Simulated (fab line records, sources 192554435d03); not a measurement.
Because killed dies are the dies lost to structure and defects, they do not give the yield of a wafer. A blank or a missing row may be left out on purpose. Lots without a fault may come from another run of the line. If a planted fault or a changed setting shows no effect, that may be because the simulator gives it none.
fab line records -- flow n5-finfet
record: lots: 4, wafers: 11, last-day: 17
route steps=1938 shown FIN_SAQP@126 FIN_CUT@154 STI_FIN_REVEAL@207 BEOL_M4@1111
lots untouched by any fault: they come from a run of this same line in which no faults occurred
start-h: hours from the record's first day to the start of the lot's first wafer shown -- wait-h: time in hours since the lot's previous step -- " repeats the value in the row above -- L1.1+2: a row that stands for several wafers -- - no value, or no start given -- * or withheld: withheld -- < > ~ a bound
route shown NAME@n: NAME is a module with steps in the file, n the number in the route of the first one -- usual: mean/standard deviation taken from wafers without a fault -- same: alike in all rows -- chamber/n: place in a boat -- sites: readings site by site -- _std_site: the values' standard deviation -- _edge_site: outer sites' mean less inner sites' -- radius-mm: how far each site lies from the wafer's centre -- mask NAME#n: copy n -- behind: tool/chamber where the wafer was last shaped -- hold: why the lot was held/for how many hours/how that ended -- device: the n, p or np transistor that did not switch -- end of line: at the end of the route, the tests of the same wafers -- a step with no rows: only its recipe -- killed: at the first sort, the dies lost to defects and structure; wafer yield is something else -- map: a wafer's dies, marking killed ones x, the rest . and places with no die _
set.NAME: the setting the step ran with; set.NAME@STEP: the setting that earlier step ran with -- model.NAME: the simulator's own value behind a step, which no gauge read
lots at selected steps of the route; one table per step, one row per wafer
services: a tool's chamber out of use, with start hour (start-h, from the record's first day; less than 0 if before it), hours out, and reason
== steps ==
step: N5_FIN_SAQP_SPACER1_ETCHBACK_25
recipe: chemistry: CHF3/O2, mode: anisotropic-etchback, target: SiO2, target-depth-a: 244, time-s: 12.2, pressure-mtorr: 30, source-w: 650, bias-w: 170, Ar_flow_sccm: 200, CHF3_flow_sccm: 50, O2_flow_sccm: 5, ion-energy-ev: 200
step: N5_FIN_SAQP_MANDREL1_REMOVE_56
recipe: chemistry: HBr/Cl2/O2, bt-time-s: 10, target: a-Si, stop-on: SiNx, endpoint: OES-SiCl, over-etch-frac: 1, icp-w: 600, bias-w: 22, HBr_flow_sccm: 150, Cl2_flow_sccm: 80, O2_flow_sccm: 5, pressure-mtorr: 10
step: N5_FIN_SAQP_ETCH_57
recipe: chemistry: CH3F/O2, target: SiNx, mask-material: SiO2, target-depth-a: 325, time-s: 46.4, pressure-mtorr: 30, source-w: 395, bias-w: 73, Ar_flow_sccm: 150, CH3F_flow_sccm: 30, O2_flow_sccm: 20, ion-energy-ev: 120, ends: cleared
step: N5_FIN_SAQP_ETCH_65
recipe: chemistry: CF4, target: SiO2, target-depth-a: 40, ion-energy-ev: 350, time-s: 4.4, pressure-mtorr: 10, icp-w: 800, bias-w: 400, cf4-flow-sccm: 80
step: N5_FIN_SAQP_MANDREL_ETCH_58
recipe: chemistry: HBr/Cl2, target: a-Si, target-depth-a: 450, bt-time-s: 10, stop-on: SiNx, mask-material: SiO2, over-etch-frac: 0.8, time-s: 27, pressure-mtorr: 10, icp-w: 800, bias-w: 75, HBr_flow_sccm: 150, Cl2_flow_sccm: 80, ends: end-point
step: N5_FIN_SAQP_RECESS_63
recipe: chemistry: HF/NH3, target: SiO2, target-depth-a: 180, afs-cycles: 3, temp-c: 30, sublimation-temp-c: 180, sublimation-time-s: 60
step: N5_FIN_SAQP_COAT_68
recipe: resist: SOC, temp-c: 250, time-s: 60, spin-rpm: 1500, resist-thk-nm: 100
step: N5_FIN_SAQP_ETCH_69
recipe: chemistry: N2/H2, target: SOC, target-depth-a: 1500, stop-on: SiNx, ion-energy-ev: 100, bias-w: 61, pressure-mtorr: 30, source-w: 850, n2-flow-sccm: 200, h2-flow-sccm: 200
step: N5_FIN_SAQP_ETCH_67
recipe: chemistry: CH3F/O2, target: SiNx, target-depth-a: 300, mask-material: SOC, pressure-mtorr: 30, source-w: 395, bias-w: 73, Ar_flow_sccm: 150, CH3F_flow_sccm: 30, O2_flow_sccm: 20, ion-energy-ev: 120
step: N5_FIN_SAQP_STRIP_70
recipe: chemistry: N2/H2, power-w: 500, temp-c: 40, pressure-mtorr: 50, rf-frequency-hz: 6e+07, overash-fraction: 0.3, bias-power-w: 28, h2-frac: 0.5, n2-flow-sccm: 300, h2-flow-sccm: 300
step: N5_FIN_SAQP_RECESS_71
recipe: chemistry: HF/NH3, target: SiO2, target-depth-a: 30, afs-cycles: 1, temp-c: 30, sublimation-temp-c: 180, sublimation-time-s: 60
step: N5_FIN_SAQP_SPACER2_ALD_28
recipe: material: SiO2, target-thk-a: 81, temp-c: 300, ald-precursor-family: BDEAS, ald-co-reactant: O2-plasma, pulse-time-s: 1, purge-time-s: 2, co-reactant-purge-time-s: 2, pressure-torr: 2
usual: heater-power-w: 469/47, precursor-pulse-height-rel: 1.002/0.021
lot.wafer,tool,chamber,start-h,wait-h,heater-power-w,precursor-pulse-height-rel,model.SiO2_of_FIN_SAQP_SPACER2_ALD_28.thk-nm
L158.4,ald-sin-03,0,57.78,0.3,403,0.988,8
L158.5,ald-sin-03,3,57.78,0.3,438,0.949,8
L158.6,ald-sin-03,1,57.78,0.3,509,0.987,8
L166.1,ald-sin-03,1,105.40,0.1,509,0.998,4.4
L166.2,ald-sin-03,0,105.40,0.1,405,1.018,8
L166.4,ald-sin-03,3,105.40,0.1,434,0.997,8
L168.4,ald-sin-03,3,116.23,0.1,440,1.024,8.2
L168.5,ald-sin-03,0,116.23,0.1,407,1.002,4.4
L175.1,ald-sin-02,1,158.18,0.2,442,0.992,8.2
L175.3,ald-sin-02,2,158.18,0.2,461,1.029,8.2
L175.5,ald-sin-02,1,158.18,0.2,453,1.016,8.2
step: N5_FIN_SAQP_SPACER2_ETCHBACK_29
recipe: chemistry: CHF3/O2, mode: anisotropic-etchback, target: SiO2, target-depth-a: 122, time-s: 6.1, pressure-mtorr: 30, source-w: 650, bias-w: 170, Ar_flow_sccm: 200, CHF3_flow_sccm: 50, O2_flow_sccm: 5, ion-energy-ev: 200
step: N5_FIN_SAQP_MANDREL2_REMOVE_60
recipe: chemistry: HBr/Cl2/O2, bt-time-s: 10, target: a-Si, stop-on: SiNx, endpoint: OES-SiCl, over-etch-frac: 1, icp-w: 600, bias-w: 22, HBr_flow_sccm: 150, Cl2_flow_sccm: 80, O2_flow_sccm: 5, pressure-mtorr: 10
usual: chamber-pressure-mTorr: 10.000/0.0098, drypump-motor-current-A: 5.8/0.48, mfc-cl2-sccm: 80.00/0.23, oes-product-au: 1.004/0.013, throttle-valve-pct: 36.7/0.3
same: over-etch-frac: 1
lot.wafer,tool,chamber,start-h,wait-h,chamber-pressure-mTorr,drypump-motor-current-A,mfc-cl2-sccm,oes-product-au,rf-hours-counter-h,throttle-valve-pct,model.FIN_SAQP.cd-nm
L158.4,rie-si-04,1,58.28,0.0,10.016,6.5,80.31,1.017,63,37.2,8
L158.5,rie-si-04,1,58.28,0.0,10.008,6.5,80.46,1.007,-,37.2,8
L158.6,rie-si-04,0,58.28,0.0,9.987,5.8,80.11,1.003,-,37.0,8
L166.1,rie-si-06,1,105.81,0.1,9.997,5.9,80.47,0.992,121,36.2,4.4
L166.2,rie-si-06,0,105.81,0.1,10.003,6.2,79.64,1.018,7,36.8,8.2
L166.4,rie-si-06,3,105.81,0.1,9.993,4.9,79.77,0.999,43,36.6,8
L168.4,rie-si-02,3,116.70,0.0,9.989,5.8,80.30,1.022,104,36.8,8.2
L168.5,rie-si-02,1,116.70,0.0,9.989,6.3,80.24,1.000,-,36.1,4.4
L175.1,rie-si-04,1,158.59,0.1,10.017,6.5,79.90,1.004,64,37.2,8
L175.3,rie-si-04,2,158.59,0.1,9.995,5.7,79.99,1.007,76,36.5,8.2
L175.5,rie-si-04,1,158.59,0.1,10.011,6.5,80.02,1.009,-,37.2,8
step: N5_FIN_SAQP_CD_MEAS_31
recipe: target-cd-nm: 8, landing-energy-ev: 1000, detector: se-inlens, polarity: line
usual: cd-nm: 8.12/0.2
lot.wafer,tool,chamber,start-h,wait-h,cd-nm
L158.4,cd-sem-03,0,58.40,0.1,8.02
L158.5,cd-sem-03,0,58.40,0.1,8.05
L158.6,cd-sem-03,0,58.40,0.1,8.13
L166.1,cd-sem-02,0,105.92,0.1,4.33
L166.2,cd-sem-02,0,105.92,0.1,7.98
L166.4,cd-sem-02,0,105.92,0.1,7.87
L168.4,cd-sem-03,0,116.82,0.1,8.09
L168.5,cd-sem-03,0,116.82,0.1,4.76
L175.1,cd-sem-01,0,158.70,0.1,8.33
L175.3,cd-sem-01,0,158.70,0.1,8.41
L175.5,cd-sem-01,0,158.70,0.1,7.97
step: N5_FIN_SAQP_HM_OPEN_33
recipe: chemistry: CH3F/O2, target: SiNx, mask-material: SiO2, target-depth-a: 494, time-s: 70.6, pressure-mtorr: 30, source-w: 395, bias-w: 73, Ar_flow_sccm: 150, CH3F_flow_sccm: 30, O2_flow_sccm: 20, ion-energy-ev: 120, ends: cleared
step: N5_FIN_SAQP_ETCH_34
recipe: chemistry: C4F6/O2, target: SiO2, target-depth-a: 450, time-s: 15, ion-energy-ev: 250, pressure-mtorr: 30, source-w: 345, bias-w: 185, Ar_flow_sccm: 300, C4F6_flow_sccm: 10, O2_flow_sccm: 10, ends: cleared
step: N5_FIN_SAQP_STRIP_77
recipe: chemistry: N2/H2, time-s: 90, power-w: 100, temp-c: 40, pressure-mtorr: 100, rf-frequency-hz: 6e+07, bias-power-w: 3, n2-flow-sccm: 300, h2-flow-sccm: 300
step: N5_FIN_SAQP_HM_CD_35
recipe: target-cd-nm: 8, polarity: line
usual: cd-nm: 8.17/0.19
lot.wafer,tool,chamber,start-h,wait-h,cd-nm
L158.4,cd-sem-03,-,58.67,0.0,8.12
L158.5,cd-sem-03,-,58.67,0.0,8.21
L158.6,cd-sem-03,-,58.67,0.0,8.39
L166.1,cd-sem-03,-,106.19,0.1,4.09
L166.2,cd-sem-03,-,106.19,0.1,7.84
L166.4,cd-sem-03,-,106.19,0.1,8.30
L168.4,cd-sem-03,-,117.09,0.1,8.39
L168.5,cd-sem-03,-,117.09,0.1,4.74
L175.1,cd-sem-03,-,158.99,0.1,8.41
L175.3,cd-sem-03,-,158.99,0.1,8.11
L175.5,cd-sem-03,-,158.99,0.1,7.89
step: N5_FIN_SAQP_ETCH_64
recipe: chemistry: CF4, target: SiO2, target-depth-a: 15, ion-energy-ev: 350, pressure-mtorr: 10, icp-w: 800, bias-w: 400, cf4-flow-sccm: 80
step: N5_FIN_SAQP_FIN_ETCH_36
recipe: chemistry: HBr/Cl2/O2, target-depth-a: 1200, mask-material: SiNx, time-s: 50.4, bias-w: 102, pressure-mtorr: 10, icp-w: 800, HBr_flow_sccm: 150, Cl2_flow_sccm: 80, O2_flow_sccm: 12
usual: chamber-pressure-mTorr: 10.000/0.01, drypump-motor-current-A: 5.7/0.49, mfc-cl2-sccm: 80.01/0.22, oes-product-au: 1.002/0.015, throttle-valve-pct: 36.0/0.3
lot.wafer,tool,chamber,start-h,wait-h,chamber-pressure-mTorr,drypump-motor-current-A,mfc-cl2-sccm,oes-product-au,rf-hours-counter-h,throttle-valve-pct,model.FIN_SAQP.cd-nm
L158.4,rie-si-02,0,58.73,0.0,10.000,5.3,80.07,0.989,191,36.5,8
L158.5,rie-si-02,3,58.73,0.0,10.015,5.8,80.21,1.026,-,36.1,7.8
L158.6,rie-si-02,2,58.73,0.0,10.011,6.2,79.87,1.028,-,35.9,8
L166.1,rie-si-02,2,106.26,0.0,10.011,6.2,80.03,1.023,59,35.9,4.4
L166.2,rie-si-02,3,106.26,0.0,9.992,5.8,79.68,1.010,103,36.1,8.2
L166.4,rie-si-02,1,106.26,0.0,10.006,6.3,79.84,0.986,152,35.5,8.2
L168.4,rie-si-06,0,117.15,0.0,9.990,6.2,79.71,1.019,8,36.1,8.2
L168.5,rie-si-06,1,117.15,0.0,9.993,5.9,79.82,1.006,-,35.5,4.4
L175.1,rie-si-06,1,159.06,0.0,9.978,5.9,80.14,0.982,122,35.5,8.2
L175.3,rie-si-06,0,159.06,0.0,9.999,6.2,80.40,1.004,8,36.1,8.2
L175.5,rie-si-06,3,159.06,0.0,9.996,4.9,80.11,0.992,-,36.0,8
step: N5_FIN_SAQP_CD_MEAS_37
recipe: target-cd-nm: 8, polarity: line
usual: cd-nm: 8.15/0.24
lot.wafer,tool,chamber,start-h,wait-h,cd-nm
L158.4,cd-sem-02,-,58.86,0.1,7.93
L158.5,cd-sem-02,-,58.86,0.1,7.67
L158.6,cd-sem-02,-,58.86,0.1,8.23
L166.1,cd-sem-03,-,106.38,0.1,4.51
L166.2,cd-sem-03,-,106.38,0.1,8.33
L166.4,cd-sem-03,-,106.38,0.1,8.05
L168.4,cd-sem-03,-,117.28,0.1,8.27
L168.5,cd-sem-03,-,117.28,0.1,4.41
L175.1,cd-sem-01,-,159.18,0.1,8.47
L175.3,cd-sem-01,-,159.18,0.1,8.01
L175.5,cd-sem-01,-,159.18,0.1,8.33
step: N5_FIN_SAQP_PRECLEAN_38
recipe: chemistry: O3/DIW, time-s: 45, temp-c: 22, o3-ppm: 10
step: N5_FIN_SAQP_PRECLEAN_45
recipe: chemistry: dHF, time-s: 10, dilution: 500:1, temp-c: 25
step: N5_FIN_SAQP_SRD_39
recipe: dry: ipa-marangoni, time-s: 30, temp-c: 23, rinse-liquid: diw
step: N5_FIN_CUT_COAT_18
recipe: resist: SOC, temp-c: 250, time-s: 60, spin-rpm: 1500, resist-thk-nm: 230
step: N5_FIN_CUT_COAT_19
recipe: resist: SiARC, temp-c: 220, time-s: 60, spin-rpm: 1500, resist-thk-nm: 20
step: N5_FIN_CUT_COAT_29
recipe: resist: underlayer, temp-c: 205, time-s: 60, spin-rpm: 1500, resist-thk-nm: 10
step: N5_FIN_CUT_COAT_02
recipe: resist: CAR-EUV, spin-rpm: 1500, resist-thk-nm: 30
step: N5_FIN_CUT_EBR_04
recipe: solvent: PGMEA, ebr-width-mm: 1.5
step: N5_FIN_CUT_SOFTBAKE_03
recipe: temp-c: 110, time-s: 60, resist: CAR-EUV
step: N5_FIN_CUT_EXPOSE_05
recipe: mask-id: FIN_CUT, na: 0.33, source-shape: annular, sigma-inner: 0.35, sigma-outer: 0.8, polarization: unpolarized, dose-mj: 45.75
step: N5_FIN_CUT_PEB_06
recipe: peb-temp-c: 100, peb-time-s: 60, resist: CAR-EUV
step: N5_FIN_CUT_DEVELOP_07
recipe: develop-time-s: 30, developer: TMAH, resist: CAR-EUV, rinse-liquid: surfactant-rinse, dry: air-spin, dev-temp-c: 23
step: N5_FIN_CUT_DESCUM_13
recipe: chemistry: O2, time-s: 7, source-power-w: 50, bias-power-w: 20, pressure-mtorr: 20, rf-frequency-hz: 2.712e+07, temp-c: 40, resist: CAR-EUV, o2-flow-sccm: 225
step: N5_FIN_CUT_ETCH_30
recipe: chemistry: N2/H2, target: underlayer, target-depth-a: 130, mask-material: CAR-EUV, time-s: 10.4, ion-energy-ev: 200, pressure-mtorr: 30, source-w: 840, bias-w: 150, n2-flow-sccm: 200, h2-flow-sccm: 200, ends: cleared
step: N5_STI_FIN_REVEAL_CD_MEAS_22
recipe: target-cd-nm: 6.238, pitch-nm: 28, polarity: line
usual: cd-nm: 6.30/0.27
lot.wafer,tool,chamber,start-h,wait-h,cd-nm
L158.4,cd-sem-03,-,69.70,0.0,6.06
L158.5,cd-sem-03,-,69.70,0.0,6.19
L158.6,cd-sem-03,-,69.70,0.0,6.19
L166.1,cd-sem-03,-,116.57,0.0,2.57
L166.2,cd-sem-03,-,116.57,0.0,6.57
L166.4,cd-sem-03,-,116.57,0.0,6.29
L168.4,cd-sem-02,-,127.48,0.0,6.67
L168.5,cd-sem-02,-,127.48,0.0,2.39
L175.1,cd-sem-03,-,170.26,0.0,6.69
L175.3,cd-sem-03,-,170.26,0.0,6.59
L175.5,cd-sem-03,-,170.26,0.0,6.13
step: N5_BEOL_M4_RC_MEAS_101
usual: DIBL_N: 36.4/1.5, DIBL_P: 36.6/1.9, IOFF_N: 0.155/0.021, IOFF_N_85C: 3.0/0.35, IOFF_N_LIN: 0.072/0.0082, IOFF_P: 0.211/0.028, IOFF_P_85C: 3.6/0.4, IOFF_P_LIN: 0.100/0.011, ION_N: 671/8.6, ION_P: 462/5.8, SS_N: 71.5/0.5, SS_P: 73.4/0.58, VT_N: 250.1/2.4, VT_N_LVT: 98.8/2.5, VT_P: -250.1/3, VT_P_LVT: -98.9/2.6
lot.wafer,tool,chamber,start-h,wait-h,DIBL_N[mV/V],DIBL_P[mV/V],IOFF_N[nA/um],IOFF_N_85C[nA/um],IOFF_N_LIN[nA/um],IOFF_P[nA/um],IOFF_P_85C[nA/um],IOFF_P_LIN[nA/um],ION_N[uA/um],ION_P[uA/um],SS_N[mV/dec],SS_P[mV/dec],VT_N[mV],VT_N_LVT[mV],VT_P[mV],VT_P_LVT[mV]
L158.4,prober-01,0,191.08,0.5,34.7,35.2,0.135,2.7,0.066,0.227,3.8,0.111,659,461,71.0,73.1,252.8,102.1,-248.1,-97.7
L158.5,prober-01,0,191.08,0.5,33.6,33.5,0.119,2.4,0.059,0.195,3.4,0.100,660,462,71.0,72.6,255.6,104.0,-248.2,-99.0
L158.6,prober-01,0,191.08,0.5,33.8,33.9,0.128,2.6,0.063,0.205,3.5,0.104,658,452,70.2,72.9,253.1,102.1,-251.0,-97.7
L166.1,prober-01,0,244.20,0.0,12.8,2.8,0.005,0.2,0.004,0.014,0.4,0.014,487,372,66.2,64.7,306.3,152.4,-288.2,-133.6
L166.2,prober-01,0,244.20,0.0,37.1,35.7,0.148,2.9,0.069,0.196,3.4,0.092,671,460,71.5,72.9,251.4,96.5,-253.0,-97.9
L166.4,prober-01,0,244.20,0.0,36.1,34.0,0.129,2.6,0.061,0.175,3.0,0.085,666,456,70.4,72.6,252.9,99.0,-252.5,-99.1
L168.4,prober-02,0,253.60,0.5,36.7,36.6,0.153,3.1,0.072,0.218,3.8,0.104,681,468,71.5,73.7,247.8,97.9,-251.6,-97.7
L168.5,prober-02,0,253.60,0.5,13.2,4.2,0.005,0.2,0.004,0.016,0.4,0.015,487,371,66.9,65.4,302.9,155.1,-284.5,-130.6
L175.1,prober-01,0,297.26,0.0,35.2,35.6,0.151,2.9,0.069,0.193,3.5,0.096,671,461,72.0,72.9,250.0,97.1,-251.9,-99.4
L175.3,prober-01,0,297.26,0.0,34.2,34.3,0.145,2.9,0.067,0.181,3.3,0.089,672,460,71.6,72.7,252.7,97.7,-252.8,-100.8
L175.5,prober-01,0,297.26,0.0,33.5,33.9,0.131,2.6,0.061,0.171,3.1,0.086,664,457,71.2,72.7,252.5,99.8,-252.1,-100.4
== services ==
tool,chamber,start-h,hours,kind
ald-sin-03,1,34.40,11.9,repair
ald-sin-02,-,34.89,6.1,pm
ald-sin-03,2,56.11,4.3,repair
rie-si-04,-,85.43,28.1,pm
rie-si-04,2,123.26,19.5,repair
rie-si-04,3,142.75,-,clean
rie-si-04,3,142.75,18.2,scheduled-down
rie-si-04,3,142.75,18.2,vent-cycle
ald-sin-03,2,148.19,5.8,repair
rie-si-02,-,153.92,14.6,pm
== key ==
first-sign: step: N5_FIN_SAQP_CD_MEAS_31, reading: cd-nm, direction: down, sigmas: 18, usual: 8.12, struck: 4.55
effect: step: N5_FIN_SAQP_HM_CD_35, reading: cd-nm, direction: down, sigmas: 19, usual: 8.17, struck: 4.42
effect: step: N5_FIN_SAQP_CD_MEAS_37, reading: cd-nm, direction: down, sigmas: 15, usual: 8.15, struck: 4.46
effect: step: N5_STI_FIN_REVEAL_CD_MEAS_22, reading: cd-nm, direction: down, sigmas: 14, usual: 6.30, struck: 2.48
effect: step: N5_BEOL_M4_RC_MEAS_101, reading: VT_N, direction: up, sigmas: 22, usual: 250.1, struck: 304.6
effect: step: N5_BEOL_M4_RC_MEAS_101, reading: VT_N_LVT, direction: up, sigmas: 22, usual: 98.8, struck: 153.7
effect: step: N5_BEOL_M4_RC_MEAS_101, reading: ION_N, direction: down, sigmas: 22, usual: 671, struck: 487
effect: step: N5_BEOL_M4_RC_MEAS_101, reading: DIBL_P, direction: down, sigmas: 18, usual: 36.6, struck: 3.5
effect: step: N5_BEOL_M4_RC_MEAS_101, reading: DIBL_N, direction: down, sigmas: 16, usual: 36.4, struck: 13.0
effect: step: N5_BEOL_M4_RC_MEAS_101, reading: ION_P, direction: down, sigmas: 15, usual: 462, struck: 371
effect: step: N5_BEOL_M4_RC_MEAS_101, reading: SS_P, direction: down, sigmas: 14, usual: 73.4, struck: 65.0
effect: step: N5_BEOL_M4_RC_MEAS_101, reading: VT_P_LVT, direction: down, sigmas: 13, usual: -98.9, struck: -132.1
effect: step: N5_BEOL_M4_RC_MEAS_101, reading: VT_P, direction: down, sigmas: 12, usual: -250.1, struck: -286.3
effect: step: N5_BEOL_M4_RC_MEAS_101, reading: SS_N, direction: down, sigmas: 9.9, usual: 71.5, struck: 66.6
effect: step: N5_BEOL_M4_RC_MEAS_101, reading: IOFF_N_LIN, direction: down, sigmas: 8.3, usual: 0.072, struck: 0.004
effect: step: N5_BEOL_M4_RC_MEAS_101, reading: IOFF_N_85C, direction: down, sigmas: 8.2, usual: 3.0, struck: 0.2
model-effect: step: N5_FIN_SAQP_SPACER2_ALD_28, value: SiO2_of_FIN_SAQP_SPACER2_ALD_28.thk-nm, without: 8, struck: 4.4
model-effect: step: N5_FIN_SAQP_MANDREL2_REMOVE_60, value: FIN_SAQP.cd-nm, without: 8.2, struck: 4.4
model-effect: step: N5_FIN_SAQP_FIN_ETCH_36, value: FIN_SAQP.cd-nm, without: 8.2, struck: 4.4
met-at N5_FIN_SAQP_SPACER2_ALD_28
struck-wafers L166.1,L168.5
sort-left-out L166.1,L168.5
onset-between 57.78 105.40
fault: kind: process-parameter-drift, tool: ald-sin-03, chamber: -, onset-h: 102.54, steps: N5_FIN_SAQP_SPACER2_ALD_28, channel: target-thk-a, offset: *, shape: step, end-h: 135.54, scope: struck-wafers-only, acts-in: *, stated: *
sort-left-out: the simulated sort isn't trusted on such a fault, so these wafers' sort isn't shown, and their yield isn't known
